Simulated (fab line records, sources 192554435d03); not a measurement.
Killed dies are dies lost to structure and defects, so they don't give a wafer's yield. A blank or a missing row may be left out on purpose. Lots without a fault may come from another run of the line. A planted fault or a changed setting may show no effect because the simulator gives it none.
fab line records | flow n5_finfet
record lots=24 wafers=72 last_day=20
route steps=1938 shown MOL_CONTACT_COAG@545 BEOL_M0_SAQP@633
lots that met no fault: from a run of the same line without faults
start_h: hours from the record's first day to the start of the lot's first wafer shown | wait_h: hours since the lot's step before | " the same as in the row above | L1.1+2: a row that stands for several wafers | - no value, or no start given | * or withheld: withheld | < > ~ a bound
route shown NAME@n: a module of which the file shows steps, and the number in the route of the first | usual: mean/standard deviation of fault-free wafers | same: alike in all rows | chamber/n: place in a boat | sites: the reading at each site | _std_site: their standard deviation | _edge_site: outer sites' mean less inner sites' | radius_mm: how far each site lies from the wafer's centre | mask NAME#n: copy n | behind: the tool/chamber that last shaped the wafer | hold: why the lot was held/for how many hours/how that ended | device: the transistor (n, p or np) that didn't switch | end of line: the same wafers' tests at the end of the route | a step without rows: its recipe alone | killed: dies lost to structure and defects at the first sort, not the wafer's yield | map: a wafer's dies, x killed, . not, _ none there
set.NAME: the setting as run; set.NAME@STEP: as run at that earlier step | model.NAME: the simulator's own value behind a step, which no gauge read
steps of the route over a sample of lots; a table a step, a row a wafer
services: from which hour (start_h, from the record's first day; less than 0 if before it) a tool's chamber was out of use, for how many hours, and why
## steps
# step N5_MOL_CONTACT_COAG_SIL_ANNEAL_21
# recipe temp_c=550 time_s=60 ambient=N2
# usual lamp_power_pct=6.05/0.17 lamp_zone_2_pct=6.05/0.17 wafer_temp_C_max=552.1/0.45
# same time_s=60
# columns lot.wafer tool chamber start_h wait_h lamp_power_pct lamp_zone_2_pct wafer_temp_C_max
L074.2 rtp_anneal-01 0 90.10 0.2 6.20 6.19 552.0
L074.3 " 0 " " 6.19 6.19 553.0
L074.4 " 0 " " 6.20 6.19 551.7
L075.1 rtp_anneal-02 0 100.29 0.2 5.85 5.85 553.2
L075.4 " 0 " " 5.85 5.85 552.7
L075.5 " 0 " " 5.86 5.84 552.8
L076.3 rtp_anneal-01 0 107.20 0.3 6.20 6.20 552.8
L076.4 " 0 " " 6.20 6.20 551.4
L076.5 " 0 " " 6.19 6.20 551.9
L077.3 rtp_anneal-01 0 113.31 0.3 6.20 6.20 552.3
L077.4 " 0 " " 6.20 6.20 552.9
L077.5 " 0 " " 6.20 6.21 552.1
L078.1 rtp_anneal-01 0 114.41 0.2 6.20 6.21 551.6
L078.3 " 0 " " 6.20 6.20 552.1
L078.5 " 0 " " 6.20 6.20 551.9
L079.3 rtp_anneal-02 0 120.88 0.3 5.85 5.85 552.0
L079.4 " 0 " " 5.86 5.86 551.3
L079.6 " 0 " " 5.84 5.85 551.6
L080.2 rtp_anneal-01 0 127.03 0.3 6.20 6.20 551.8
L080.4 " 0 " " 6.20 6.20 552.5
L080.6 " 0 " " 6.20 6.20 551.8
L081.2 rtp_anneal-01 0 135.74 0.2 6.19 6.20 553.0
L081.3 " 0 " " 6.21 6.19 552.2
L081.5 " 0 " " 6.20 6.19 552.1
L082.1 rtp_anneal-01 0 141.82 0.2 6.19 6.21 551.6
L082.4 " 0 " " 6.20 6.19 552.1
L082.6 " 0 " " 6.20 6.19 552.2
L083.1 rtp_anneal-01 0 149.56 0.2 6.20 6.20 552.0
L083.2 " 0 " " 6.19 6.20 552.4
L083.6 " 0 " " 6.20 6.20 553.3
L084.2 rtp_anneal-01 0 151.64 0.3 6.21 6.21 552.2
L084.4 " 0 " " 6.19 6.20 552.5
L084.5 " 0 " " 6.20 6.20 552.0
L085.1 rtp_anneal-02 0 161.29 0.2 5.84 5.85 552.8
L085.3 " 0 " " 5.86 5.85 551.7
L085.6 " 0 " " 5.86 5.85 552.6
L086.2 rtp_anneal-02 0 162.27 0.2 5.86 5.85 552.4
L086.3 " 0 " " 5.85 5.85 551.8
L086.4 " 0 " " 5.85 5.86 552.2
L087.3 rtp_anneal-01 0 170.21 0.3 6.21 6.20 552.7
L087.4 " 0 " " 6.21 6.20 552.2
L087.5 " 0 " " 6.20 6.20 552.2
L088.3 rtp_anneal-01 0 175.49 0.3 6.21 6.19 551.8
L088.5 " 0 " " 6.20 6.20 552.2
L088.6 " 0 " " 6.18 6.19 551.9
L089.1 rtp_anneal-02 0 180.69 0.2 5.86 5.86 552.1
L089.3 " 0 " " 5.86 5.85 551.7
L089.4 " 0 " " 5.85 5.85 552.0
L090.1 rtp_anneal-01 0 185.51 0.2 6.20 6.20 552.4
L090.2 " 0 " " 6.20 6.19 551.5
L090.6 " 0 " " 6.20 6.20 552.3
L091.3 rtp_anneal-02 0 191.18 0.3 5.85 5.86 552.3
L091.4 " 0 " " 5.86 5.86 551.7
L091.5 " 0 " " 5.85 5.84 552.3
L092.1 rtp_anneal-02 0 197.09 0.2 5.86 5.85 551.9
L092.3 " 0 " " 5.85 5.85 552.1
L092.6 " 0 " " 5.86 5.85 552.2
L093.3 rtp_anneal-02 0 202.65 0.3 5.85 5.86 552.0
L093.5 " 0 " " 5.85 5.85 551.9
L093.6 " 0 " " 5.86 5.86 551.7
L094.2 rtp_anneal-02 0 212.05 0.2 5.86 5.84 551.6
L094.3 " 0 " " 5.85 5.86 552.0
L094.6 " 0 " " 5.86 5.85 551.6
L095.1 rtp_anneal-01 0 214.53 0.3 6.20 6.20 553.2
L095.2 " 0 " " 6.19 6.21 551.7
L095.3 " 0 " " 6.21 6.20 552.1
L096.1 rtp_anneal-02 0 220.68 0.3 5.85 5.85 552.0
L096.2 " 0 " " 5.85 5.86 552.2
L096.4 " 0 " " 5.85 5.85 552.6
L097.3 rtp_anneal-01 0 226.00 0.4 6.20 6.20 552.3
L097.5 " 0 " " 6.20 6.19 552.0
L097.6 " 0 " " 6.20 6.20 551.9
# step N5_MOL_CONTACT_COAG_CO_FILL_22
# recipe material=Co target_thk_a=200 temp_c=200 precursor=CCTBA/H2 pressure_torr=30
# usual heater_power_w=260/12
# columns lot.wafer tool chamber start_h wait_h heater_power_w
L074.2 cvd_co-02 1 91.18 0.1 252
L074.3 " 0 " " 286
L074.4 " 0 " " 282
L075.1 cvd_co-01 0 100.72 0.1 253
L075.4 " 2 " " 262
L075.5 " 0 " " 251
L076.3 cvd_co-02 0 108.42 0.1 277
L076.4 " 1 " " 264
L076.5 " 2 " " 247
L077.3 cvd_co-01 0 113.94 0.1 251
L077.4 " 1 " " 262
L077.5 " 2 " " 260
L078.1 cvd_co-02 0 116.24 0.1 275
L078.3 " 0 " " 273
L078.5 " 0 " " 275
L079.3 cvd_co-01 1 122.35 0.1 271
L079.4 " 1 " " 264
L079.6 " 0 " " 256
L080.2 cvd_co-01 0 128.20 0.1 252
L080.4 " 1 " " 265
L080.6 " 0 " " 256
L081.2 cvd_co-02 2 137.62 0.1 248
L081.3 " 1 " " 250
L081.5 " 0 " " 280
L082.1 cvd_co-02 2 142.80 0.1 243
L082.4 " 0 " " 272
L082.6 " 2 " " 249
L083.1 cvd_co-01 1 150.53 0.1 261
L083.2 " 0 " " 247
L083.6 " 1 " " 269
L084.2 cvd_co-01 1 152.96 0.1 269
L084.4 " 1 " " 268
L084.5 " 0 " " 249
L085.1 cvd_co-01 2 161.96 0.1 264
L085.3 " 1 " " 273
L085.6 " 2 " " 260
L086.2 cvd_co-01 1 163.95 0.1 270
L086.3 " 0 " " 247
L086.4 " 0 " " 248
L087.3 cvd_co-02 0 170.81 0.1 286
L087.4 " 2 " " 247
L087.5 " 1 " " 246
L088.3 cvd_co-02 2 175.82 0.1 247
L088.5 " 1 " " 254
L088.6 " 0 " " 276
L089.1 cvd_co-01 2 181.62 0.1 265
L089.3 " 1 " " 261
L089.4 " 2 " " 261
L090.1 cvd_co-01 1 187.12 0.1 266
L090.2 " 2 " " 261
L090.6 " 0 " " 257
L091.3 cvd_co-02 2 192.66 0.1 246
L091.4 " 1 " " 252
L091.5 " 0 " " 284
L092.1 cvd_co-02 0 198.82 0.1 276
L092.3 " 1 " " 252
L092.6 " 1 " " 249
L093.3 cvd_co-02 1 204.92 0.1 253
L093.5 " 2 " " 246
L093.6 " 0 " " 280
L094.2 cvd_co-01 1 213.22 0.1 273
L094.3 " 0 " " 249
L094.6 " 2 " " 258
L095.1 cvd_co-01 2 215.12 0.1 263
L095.2 " 1 " " 262
L095.3 " 0 " " 251
L096.1 cvd_co-01 0 223.65 0.1 254
L096.2 " 1 " " 260
L096.4 " 1 " " 263
L097.3 cvd_co-02 1 227.20 0.1 244
L097.5 " 1 " " 248
L097.6 " 2 " " 240
# step N5_MOL_CONTACT_COAG_ANNEAL_113
# recipe temp_c=400 time_s=300 ambient=H2/N2
# usual anneal_temp_c=400.02/0.22 lamp_power_pct=2.58/0.074 lamp_zone_2_pct=2.58/0.074 wafer_temp_C_max=401.6/0.31
# same time_s=300
# columns lot.wafer tool chamber start_h wait_h anneal_temp_c lamp_power_pct lamp_zone_2_pct wafer_temp_C_max
L074.2 rtp_anneal-01 0 92.15 0.7 399.92 2.67 2.67 401.1
L074.3 " 0 " " 399.61 2.67 2.66 401.4
L074.4 " 0 " " 399.94 2.67 2.67 401.2
L075.1 rtp_anneal-01 0 101.34 0.3 400.41 2.66 2.66 401.7
L075.4 " 0 " " 400.32 2.67 2.66 401.7
L075.5 " 0 " " 400.02 2.67 2.66 401.4
L076.3 rtp_anneal-02 0 109.43 0.7 399.89 2.52 2.52 401.6
L076.4 " 0 " " 400.38 2.51 2.51 401.6
L076.5 " 0 " " 400.34 2.51 2.51 402.1
L077.3 rtp_anneal-02 0 114.85 0.6 399.75 2.51 2.51 401.1
L077.4 " 0 " " 399.56 2.51 2.52 401.5
L077.5 " 0 " " 400.19 2.52 2.52 401.4
L078.1 rtp_anneal-01 0 117.14 0.6 399.81 2.66 2.67 401.4
L078.3 " 0 " " 399.99 2.66 2.66 401.3
L078.5 " 0 " " 399.52 2.66 2.66 401.4
L079.3 rtp_anneal-02 0 123.26 0.6 400.31 2.52 2.52 401.5
L079.4 " 0 " " 400.04 2.52 2.52 401.4
L079.6 " 0 " " 400.30 2.52 2.52 401.6
L080.2 rtp_anneal-01 0 129.11 0.6 399.62 2.66 2.67 402.0
L080.4 " 0 " " 399.80 2.66 2.66 401.2
L080.6 " 0 " " 400.13 2.66 2.66 401.7
L081.2 rtp_anneal-02 0 138.38 0.5 400.34 2.51 2.51 401.5
L081.3 " 0 " " 400.24 2.52 2.51 401.8
L081.5 " 0 " " 399.90 2.52 2.52 401.8
L082.1 rtp_anneal-02 0 143.42 0.3 400.13 2.51 2.52 401.3
L082.4 " 0 " " 399.85 2.52 2.52 401.7
L082.6 " 0 " " 399.89 2.52 2.52 401.6
L083.1 rtp_anneal-02 0 151.14 0.3 400.29 2.52 2.52 401.6
L083.2 " 0 " " 400.07 2.52 2.51 402.1
L083.6 " 0 " " 400.19 2.51 2.52 401.5
L084.2 rtp_anneal-01 0 153.72 0.5 400.18 2.66 2.66 401.6
L084.4 " 0 " " 399.93 2.67 2.67 401.9
L084.5 " 0 " " 399.98 2.67 2.67 401.4
L085.1 rtp_anneal-01 0 162.58 0.3 400.23 2.66 2.66 401.5
L085.3 " 0 " " 400.40 2.67 2.66 401.5
L085.6 " 0 " " 400.27 2.67 2.67 401.7
L086.2 rtp_anneal-02 0 164.72 0.5 399.60 2.52 2.52 401.5
L086.3 " 0 " " 399.87 2.52 2.52 401.2
L086.4 " 0 " " 400.04 2.51 2.51 401.4
L087.3 rtp_anneal-01 0 171.73 0.6 400.22 2.67 2.67 401.6
L087.4 " 0 " " 400.36 2.67 2.66 401.5
L087.5 " 0 " " 400.37 2.66 2.66 401.4
L088.3 rtp_anneal-02 0 176.74 0.6 399.99 2.52 2.51 402.0
L088.5 " 0 " " 399.82 2.52 2.51 401.6
L088.6 " 0 " " 399.80 2.51 2.51 401.4
L089.1 rtp_anneal-02 0 182.23 0.3 400.13 2.52 2.52 401.9
L089.3 " 0 " " 400.16 2.52 2.51 401.6
L089.4 " 0 " " 400.13 2.51 2.52 401.4
L090.1 rtp_anneal-01 0 187.74 0.3 400.01 2.67 2.66 401.8
L090.2 " 0 " " 400.05 2.67 2.67 402.1
L090.6 " 0 " " 400.22 2.66 2.66 401.7
L091.3 rtp_anneal-01 0 193.67 0.7 399.69 2.66 2.66 401.0
L091.4 " 0 " " 399.66 2.67 2.67 401.3
L091.5 " 0 " " 399.48 2.66 2.67 401.4
L092.1 rtp_anneal-01 0 199.43 0.3 399.83 2.66 2.66 401.1
L092.3 " 0 " " 400.15 2.66 2.67 401.6
L092.6 " 0 " " 399.94 2.67 2.67 402.0
L093.3 rtp_anneal-01 0 205.83 0.6 400.31 2.66 2.66 401.2
L093.5 " 0 " " 400.25 2.66 2.66 401.4
L093.6 " 0 " " 400.03 2.67 2.66 401.8
L094.2 rtp_anneal-02 0 213.99 0.5 400.00 2.52 2.52 401.7
L094.3 " 0 " " 399.85 2.52 2.52 401.5
L094.6 " 0 " " 400.17 2.52 2.52 400.9
L095.1 rtp_anneal-02 0 215.82 0.4 400.05 2.52 2.52 402.1
L095.2 " 0 " " 400.12 2.52 2.52 401.4
L095.3 " 0 " " 400.25 2.52 2.52 401.8
L096.1 rtp_anneal-02 0 224.27 0.3 400.03 2.51 2.51 402.0
L096.2 " 0 " " 400.29 2.52 2.52 401.4
L096.4 " 0 " " 400.12 2.52 2.51 401.4
L097.3 rtp_anneal-02 0 228.11 0.6 399.92 2.52 2.52 401.3
L097.5 " 0 " " 400.16 2.52 2.52 401.6
L097.6 " 0 " " 399.79 2.52 2.51 402.1
# step N5_MOL_CONTACT_COAG_ETCHBACK_134
# recipe chemistry=CHF3 target=SiO2 target_depth_a=100 time_s=6.7 ion_energy_ev=200 pressure_mtorr=30 source_w=610 bias_w=170 Ar_flow_sccm=200 CHF3_flow_sccm=50
# usual bias_w=170.0/0.47 drypump_motor_current_A=5.9/0.55 oes_ar_750_au=0.73/0.07 oes_f_703_au=0.74/0.071 oes_product_au=0.73/0.075 rf_vpp_V=526/11 showerhead_plenum_p_Torr=2.40/0.08 throttle_valve_pct=18.71/0.22
# same time_s=6.7
# columns lot.wafer tool chamber start_h wait_h bias_w drypump_motor_current_A oes_ar_750_au oes_f_703_au oes_product_au rf_hours_counter_h rf_vpp_V showerhead_plenum_p_Torr throttle_valve_pct
L074.2 rie_diel-02 2 100.44 0.5 169.8 5.2 0.71 0.72 0.70 211 522 2.37 18.78
L074.3 " 1 " " 169.4 5.5 0.74 0.73 0.74 179 519 2.36 18.97
L074.4 " 0 " " 170.5 6.1 0.70 0.70 0.69 244 523 2.26 18.50
L075.1 rie_diel-06 3 110.28 0.1 169.5 6.8 0.72 0.71 0.72 198 530 2.47 18.67
L075.4 " 2 " " 170.3 6.1 0.70 0.71 0.71 197 535 2.45 18.68
L075.5 " 0 " " 169.5 5.9 0.74 0.75 0.76 - 544 2.45 18.75
L076.3 rie_diel-02 3 119.07 0.2 169.6 6.4 0.74 0.75 0.75 157 516 2.28 18.38
L076.4 " 3 " " 169.7 6.3 0.75 0.74 0.76 - 515 2.28 18.38
L076.5 " 1 " " 169.8 5.5 0.73 0.74 0.74 - 519 2.35 18.97
L077.3 rie_diel-02 3 122.21 0.1 169.9 6.4 0.74 0.74 0.74 158 515 2.28 18.38
L077.4 " 1 " " 170.2 5.4 0.74 0.73 0.73 - 520 2.35 18.98
L077.5 " 2 " " 170.0 5.2 0.71 0.71 0.70 - 522 2.37 18.81
L078.1 rie_diel-06 3 125.09 0.1 170.5 6.8 0.72 0.70 0.71 204 528 2.46 18.68
L078.3 " 2 " " 170.3 6.2 0.70 0.70 0.69 202 535 2.44 18.71
L078.5 " 2 " " 169.8 6.2 0.70 0.70 0.70 - 537 2.44 18.71
L079.3 rie_diel-06 2 131.40 0.1 169.6 6.1 0.70 0.70 0.70 203 536 2.44 18.71
L079.4 " 1 " " 170.4 5.2 0.72 0.74 0.72 179 513 2.47 18.75
L079.6 " 0 " " 170.1 5.9 0.74 0.74 0.76 - 544 2.45 18.75
L080.2 rie_diel-02 0 137.14 0.1 170.9 6.1 1.01 1.01 1.02 0 534 2.55 18.15
L080.4 " 2 " " 169.4 5.2 0.71 0.71 0.69 227 522 2.36 18.81
L080.6 " 0 " " 171.2 6.1 1.01 1.01 1.02 - 533 2.55 18.14
L081.2 rie_diel-02 1 145.54 0.1 170.2 5.5 0.73 0.72 0.73 198 518 2.35 19.01
L081.3 " 0 " " 171.2 6.1 0.97 0.97 1.00 4 533 2.55 18.17
L081.5 " 3 " " 169.8 6.3 0.73 0.74 0.74 - 515 2.27 18.40
L082.1 rie_diel-02 2 150.39 0.1 170.6 5.2 0.70 0.71 0.69 232 522 2.36 18.80
L082.4 " 1 " " 169.9 5.5 0.73 0.72 0.72 200 519 2.35 19.00
L082.6 " 2 " " 170.4 5.2 0.70 0.71 0.69 - 523 2.36 18.81
L083.1 rie_diel-03 0 158.63 0.2 170.1 4.9 0.68 0.69 0.68 247 520 2.35 18.70
L083.2 " 2 " " 169.6 5.6 0.72 0.74 0.72 168 507 2.26 18.60
L083.6 " 1 " " 169.8 5.9 0.79 0.81 0.79 - 523 2.49 19.20
L084.2 rie_diel-06 2 161.46 0.1 169.3 6.2 0.69 0.69 0.68 214 535 2.44 18.72
L084.4 " 3 " " 169.4 6.8 0.70 0.70 0.70 215 526 2.46 18.72
L084.5 " 1 " " 169.7 5.2 0.72 0.72 0.70 - 514 2.47 18.75
L085.1 rie_diel-06 0 170.39 0.2 170.3 5.9 0.73 0.73 0.73 184 544 2.45 18.77
L085.3 " 1 " " 169.8 5.2 0.71 0.73 0.70 193 514 2.46 18.76
L085.6 " 3 " " 170.2 6.8 0.71 0.70 0.70 - 528 2.46 18.71
L086.2 rie_diel-06 0 175.24 0.1 170.1 6.0 0.72 0.73 0.73 186 545 2.45 18.79
L086.3 " 2 " " 169.1 6.2 0.69 0.69 0.68 218 535 2.44 18.73
L086.4 " 1 " " 170.0 5.2 0.72 0.72 0.70 195 514 2.46 18.76
L087.3 rie_diel-06 0 182.26 0.1 169.8 5.9 0.73 0.72 0.73 187 544 2.44 18.77
L087.4 " 3 " " 169.7 6.8 0.70 0.69 0.70 221 528 2.46 18.72
L087.5 " 2 " " 169.5 6.2 0.68 0.69 0.67 - 536 2.44 18.74
L088.3 rie_diel-06 3 188.10 0.1 170.5 6.8 0.70 0.70 0.69 223 529 2.46 18.73
L088.5 " 1 " " 170.3 5.2 0.71 0.72 0.69 - 514 2.46 18.76
L088.6 " 0 " " 169.8 5.9 0.73 0.73 0.73 - 543 2.44 18.77
L089.1 rie_diel-03 2 192.60 0.5 170.3 5.6 0.72 0.73 0.72 181 507 2.26 18.60
L089.3 " 1 " " 170.3 5.9 0.79 0.80 0.78 162 522 2.48 19.22
L089.4 " 3 " " 170.1 6.1 0.68 0.68 0.67 236 525 2.25 18.65
L090.1 rie_diel-02 1 195.80 0.1 170.2 5.5 0.71 0.71 0.71 216 518 2.34 19.06
L090.2 " 3 " " 170.2 6.4 0.73 0.72 0.72 185 516 2.27 18.43
L090.6 " 3 " " 169.8 6.3 0.72 0.73 0.72 - 514 2.27 18.42
L091.3 rie_diel-06 2 202.14 0.1 169.7 6.2 0.68 0.69 0.68 227 536 2.43 18.73
L091.4 " 3 " " 169.8 6.8 0.70 0.69 0.69 229 529 2.45 18.74
L091.5 " 2 " " 169.2 6.2 0.68 0.69 0.67 - 536 2.43 18.74
L092.1 rie_diel-06 3 207.92 0.1 170.4 6.7 0.69 0.69 0.69 230 530 2.45 18.75
L092.3 " 1 " " 170.1 5.2 0.71 0.72 0.69 206 514 2.46 18.79
L092.6 " 3 " " 169.3 6.8 0.69 0.69 0.70 - 528 2.45 18.73
L093.3 rie_diel-03 3 213.73 0.1 170.1 6.1 0.67 0.67 0.66 243 525 2.24 18.66
L093.5 " 1 " " 169.5 5.9 0.78 0.79 0.77 - 523 2.48 19.23
L093.6 " 0 " " 170.4 4.9 0.95 0.94 0.95 - 519 2.34 18.37
L094.2 rie_diel-06 0 221.16 0.1 170.3 5.9 0.72 0.72 0.72 201 544 2.44 18.81
L094.3 " 1 " " 169.8 5.2 0.71 0.72 0.69 210 513 2.46 18.78
L094.6 " 1 " " 170.8 5.2 0.70 0.71 0.69 - 514 2.46 18.78
L095.1 rie_diel-03 3 226.13 0.1 170.1 6.1 0.67 0.67 0.67 247 524 2.24 18.66
L095.2 " 0 " " 169.5 4.9 0.92 0.93 0.93 14 520 2.34 18.38
L095.3 " 2 " " 169.9 5.6 0.71 0.72 0.70 194 506 2.26 18.64
L096.1 rie_diel-06 3 232.26 0.1 170.0 6.8 0.69 0.68 0.69 238 528 2.45 18.77
L096.2 " 1 " " 170.3 5.2 0.70 0.71 0.68 213 513 2.46 18.79
L096.4 " 0 " " 169.2 5.9 0.72 0.70 0.72 205 544 2.44 18.81
L097.3 rie_diel-06 1 237.03 0.2 169.8 5.2 0.70 0.71 0.69 214 514 2.46 18.79
L097.5 " 2 " " 170.5 6.2 0.68 0.68 0.67 - 537 2.43 18.76
L097.6 " 1 " " 169.9 5.2 0.70 0.72 0.68 - 513 2.46 18.80
# step N5_BEOL_M0_SAQP_ILD_DEP_01
# recipe material=SiOC target_thk_a=454.19 temp_c=350 precursor=DEMS/O2 pressure_torr=5 rf_w=500 time_s=8.7
# usual heater_power_w=454/52 showerhead_plenum_p_Torr=5.695/0.013 throttle_valve_pct=11.7/0.78
# same time_s=8.7
# columns lot.wafer tool chamber start_h wait_h heater_power_w showerhead_plenum_p_Torr throttle_valve_pct
L074.2 pecvd-04 0 105.59 0.0 323 5.701 12.2
L074.3 " 1 " " 464 5.705 11.4
L074.4 " 0 " " 337 5.704 12.3
L075.1 pecvd-03 2 114.99 0.0 493 5.692 10.3
L075.4 " 2 " " 497 5.700 10.6
L075.5 " 0 " " 417 5.705 12.9
L076.3 pecvd-04 0 124.09 0.0 413 5.695 12.1
L076.4 " 1 " " 466 5.698 11.4
L076.5 " 1 " " 465 5.693 11.4
L077.3 pecvd-04 1 127.09 0.0 500 5.709 11.5
L077.4 " 0 " " 344 5.691 12.4
L077.5 " 0 " " 347 5.685 12.3
L078.1 pecvd-03 1 130.07 0.0 463 5.674 11.7
L078.3 " 2 " " 438 5.698 10.4
L078.5 " 0 " " 458 5.706 12.6
L079.3 pecvd-03 2 136.07 0.0 516 5.687 10.4
L079.4 " 1 " " 457 5.685 11.8
L079.6 " 0 " " 389 5.687 12.7
L080.2 pecvd-03 1 141.84 0.0 449 5.672 11.6
L080.4 " 2 " " 494 5.697 10.5
L080.6 " 1 " " 455 5.691 11.6
L081.2 pecvd-03 2 150.22 0.0 522 5.703 10.6
L081.3 " 1 " " 476 5.681 11.7
L081.5 " 0 " " 446 5.699 12.7
L082.1 pecvd-03 0 155.06 0.0 460 5.686 12.9
L082.4 " 1 " " 471 5.678 11.6
L082.6 " 0 " " 445 5.704 12.6
L083.1 pecvd-04 0 163.33 0.0 373 5.700 12.5
L083.2 " 1 " " 417 5.715 11.3
L083.6 " 1 " " 414 5.691 11.6
L084.2 pecvd-04 1 166.32 0.0 526 5.684 11.5
L084.4 " 1 " " 528 5.706 11.4
L084.5 " 0 " " 376 5.693 12.5
L085.1 pecvd-04 0 175.07 0.0 401 5.692 12.3
L085.3 " 0 " " 398 5.703 12.4
L085.6 " 0 " " 392 5.692 12.4
L086.2 pecvd-03 2 180.00 0.0 499 5.681 10.6
L086.3 " 1 " " 539 5.683 11.5
L086.4 " 1 " " 535 5.693 11.6
L087.3 pecvd-04 1 186.96 0.0 507 5.686 11.4
L087.4 " 0 " " 416 5.689 12.5
L087.5 " 0 " " 406 5.687 12.3
L088.3 pecvd-04 1 192.79 0.0 464 5.709 11.4
L088.5 " 1 " " 453 5.693 11.6
L088.6 " 0 " " 398 5.701 12.5
L089.1 pecvd-03 1 197.27 0.0 495 5.688 11.6
L089.3 " 2 " " 516 5.686 10.3
L089.4 " 2 " " 534 5.698 10.5
L090.1 pecvd-03 1 200.47 0.0 482 5.692 11.5
L090.2 " 2 " " 529 5.691 10.7
L090.6 " 1 " " 474 5.683 11.6
L091.3 pecvd-01 0 206.83 0.0 504 5.696 12.6
L091.4 " 1 " " 524 5.670 11.1
L091.5 " 0 " " 496 5.695 12.2
L092.1 pecvd-03 1 212.58 0.0 506 5.682 11.4
L092.3 " 2 " " 524 5.709 10.7
L092.6 " 2 " " 527 5.704 11.0
L093.3 pecvd-04 2 218.40 0.0 423 5.672 11.2
L093.5 " 0 " " 403 5.686 12.4
L093.6 " 1 " " 435 5.687 11.4
L094.2 pecvd-04 1 225.84 0.0 495 5.714 11.5
L094.3 " 2 " " 458 5.680 11.4
L094.6 " 1 " " 502 5.708 11.3
L095.1 pecvd-03 1 230.80 0.0 448 5.671 11.4
L095.2 " 0 " " 457 5.682 13.0
L095.3 " 2 " " 490 5.707 10.9
L096.1 pecvd-03 2 236.95 0.0 507 5.700 10.7
L096.2 " 0 " " 421 5.707 13.2
L096.4 " 0 " " 434 5.700 12.8
L097.3 pecvd-03 2 241.71 0.0 484 5.694 10.5
L097.5 " 2 " " 480 5.713 10.4
L097.6 " 0 " " 475 5.696 12.7
# step N5_BEOL_M0_SAQP_PECVD_03
# recipe material=SiCN target_thk_a=120 temp_c=withheld precursor=3MS/NH3 pressure_torr=3 rf_w=202 time_s=21.1
# usual showerhead_plenum_p_Torr=3.662/0.012 throttle_valve_pct=8.9/0.56
# same time_s=21.1
# columns lot.wafer tool chamber start_h wait_h showerhead_plenum_p_Torr throttle_valve_pct
L074.2 pecvd-04 0 107.17 0.1 3.667 9.4
L074.3 " 0 " " 3.659 9.3
L074.4 " 1 " " 3.679 8.4
L075.1 pecvd-03 1 116.33 0.1 3.656 8.7
L075.4 " 2 " " 3.673 7.8
L075.5 " 1 " " 3.661 8.8
L076.3 pecvd-04 0 126.19 0.1 3.658 9.3
L076.4 " 1 " " 3.668 8.7
L076.5 " 1 " " 3.672 8.8
L077.3 pecvd-03 2 128.04 0.1 3.670 8.1
L077.4 " 0 " " 3.679 9.6
L077.5 " 2 " " 3.672 7.9
L078.1 pecvd-03 0 131.26 0.1 3.673 9.7
L078.3 " 1 " " 3.651 8.7
L078.5 " 1 " " 3.643 8.7
L079.3 pecvd-03 0 137.72 0.1 3.666 9.6
L079.4 " 2 " " 3.670 7.7
L079.6 " 1 " " 3.653 8.7
L080.2 pecvd-03 2 142.24 0.1 3.677 8.0
L080.4 " 2 " " 3.681 7.9
L080.6 " 0 " " 3.670 9.6
L081.2 pecvd-04 0 150.72 0.1 3.670 9.5
L081.3 " 0 " " 3.655 9.2
L081.5 " 0 " " 3.657 9.2
L082.1 pecvd-04 1 156.15 0.1 3.673 8.8
L082.4 " 1 " " 3.664 8.6
L082.6 " 0 " " 3.658 9.5
L083.1 pecvd-01 2 164.13 0.1 3.650 9.1
L083.2 " 1 " " 3.641 8.6
L083.6 " 0 " " 3.671 9.2
L084.2 pecvd-01 1 168.21 0.1 3.642 8.3
L084.4 " 0 " " 3.672 9.5
L084.5 " 2 " " 3.655 9.2
L085.1 pecvd-01 2 175.42 0.1 3.655 9.2
L085.3 " 0 " " 3.671 9.4
L085.6 " 1 " " 3.638 8.5
L086.2 pecvd-04 1 181.00 0.1 3.673 8.5
L086.3 " 1 " " 3.675 9.0
L086.4 " 0 " " 3.662 9.2
L087.3 pecvd-04 1 187.37 0.1 3.666 8.7
L087.4 " 0 " " 3.666 9.7
L087.5 " 1 " " 3.672 8.7
L088.3 pecvd-04 0 193.49 0.1 3.671 9.4
L088.5 " 1 " " 3.668 8.7
L088.6 " 0 " " 3.667 9.4
L089.1 pecvd-03 1 198.92 0.1 3.653 8.9
L089.3 " 0 " " 3.675 9.8
L089.4 " 1 " " 3.653 9.0
L090.1 pecvd-01 0 202.52 0.1 3.666 9.5
L090.2 " 1 " " 3.631 8.5
L090.6 " 0 " " 3.660 9.6
L091.3 pecvd-04 0 208.54 0.1 3.661 9.7
L091.4 " 1 " " 3.672 8.7
L091.5 " 2 " " 3.647 8.5
L092.1 pecvd-01 0 213.58 0.1 3.674 9.4
L092.3 " 1 " " 3.633 8.6
L092.6 " 1 " " 3.635 8.2
L093.3 pecvd-03 0 220.49 0.1 3.663 9.7
L093.5 " 2 " " 3.677 7.8
L093.6 " 0 " " 3.665 9.8
L094.2 pecvd-01 1 226.60 0.1 3.638 8.7
L094.3 " 0 " " 3.658 9.6
L094.6 " 0 " " 3.654 9.2
L095.1 pecvd-01 1 231.64 0.1 3.638 8.7
L095.2 " 2 " " 3.646 8.6
L095.3 " 0 " " 3.663 9.2
L096.1 pecvd-03 2 239.57 0.1 3.677 8.0
L096.2 " 1 " " 3.665 8.5
L096.4 " 0 " " 3.673 9.8
L097.3 pecvd-03 1 244.93 0.1 3.649 8.7
L097.5 " 0 " " 3.676 9.4
L097.6 " 1 " " 3.663 8.7
## services
# columns tool chamber start_h hours kind
rtp_anneal-01 - 68.38 2.8 pm
pecvd-03 - 71.20 0.8 repair
rtp_anneal-02 - 71.78 2.9 repair
rie_diel-06 - 79.36 2.8 pm
cvd_co-01 - 92.13 2.8 pm
pecvd-01 - 98.70 0.7 repair
pecvd-01 - 102.70 4.3 pm
rie_diel-06 0 119.41 1.3 repair
pecvd-03 - 123.29 0.9 repair
pecvd-01 1 128.31 13.7 repair
cvd_co-01 0 129.23 3.9 repair
pecvd-01 2 144.47 3.6 repair
pecvd-04 1 148.95 6.2 repair
pecvd-01 - 152.19 0.9 repair
cvd_co-02 - 161.23 4.8 repair
pecvd-03 - 162.54 6.0 pm
pecvd-03 - 171.17 5.5 pm
rie_diel-02 2 187.41 4.7 repair
rie_diel-06 2 204.99 5.7 repair
pecvd-03 - 208.14 1.6 repair
cvd_co-02 - 209.89 6.7 repair
cvd_co-02 - 216.64 2.8 pm
rie_diel-06 - 234.94 0.5 repair
pecvd-01 - 236.93 14.6 pm
## key
fault none
